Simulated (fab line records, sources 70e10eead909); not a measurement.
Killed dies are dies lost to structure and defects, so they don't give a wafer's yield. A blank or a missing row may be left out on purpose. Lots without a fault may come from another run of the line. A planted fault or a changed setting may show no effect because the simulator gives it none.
Chamber matching | flow nand_harc | NHARC_P_M0_DESCUM_14 on rie_diel-13: 4 sister chambers
The step chemistry O2, time 3 s. 8 wafers are shown with their chamber, then 12 later ones without.

WAFERS WITH THEIR CHAMBER
wafer  | chamber | drypump_motor_current_A (A) | oes_product_au (a.u.)
L077.5 | 3       | 4.8                         | 1.004
L080.4 | 3       | 4.8                         | 1.008
L085.6 | 1       | 5.4                         | 0.979
L084.1 | 0       | 5.3                         | 1.006
L084.6 | 2       | 6.5                         | 1.012
L086.2 | 0       | 5.2                         | 1.003
L086.3 | 1       | 5.4                         | 0.993
L086.4 | 2       | 6.5                         | 1.010

WAFERS WITHOUT THEIR CHAMBER
wafer  | drypump_motor_current_A (A) | oes_product_au (a.u.)
L088.3 | 5.4                         | 1.000
L088.5 | 4.8                         | 1.002
L088.6 | 6.5                         | 1.009
L092.2 | 4.8                         | 0.998
L092.5 | 5.2                         | 1.013
L092.6 | 5.4                         | 0.991
L094.2 | 5.3                         | 1.015
L094.3 | 4.8                         | 1.014
L094.4 | 5.4                         | 1.002
L095.1 | 5.3                         | 1.001
L095.2 | 4.8                         | 0.997
L095.6 | 5.3                         | 1.001

WHICH CHAMBER EACH WENT THROUGH
wafer  | from the rows above     | in truth
L088.3 | can't be placed: 1 or 0 | 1
L088.5 | 3                       | 3
L088.6 | 2                       | 2
L092.2 | 3                       | 3
L092.5 | 0                       | 0
L092.6 | 1                       | 1
L094.2 | 0                       | 0
L094.3 | 3                       | 3
L094.4 | can't be placed: 1 or 0 | 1
L095.1 | 0                       | 0
L095.2 | 3                       | 3
L095.6 | 0                       | 0
Placed correctly: 10 of 12. Can't be placed from these rows: 2 (the true chamber is among the candidates in 2). Placed wrongly: 0.
How it was worked out, from the rows above alone: a wafer's distance from a chamber is the root of the sum, over the readings, of the square of ((its reading less the chamber's mean) divided by the reading's scatter). The wafer belongs to the nearest chamber; if the next one is less than 2 further off, it can't be placed. A chamber's mean is the mean of its shown wafers. The scatter: the root of (the sum of the squares of (reading less its chamber's mean) over the shown wafers, divided by (wafers less chambers)).
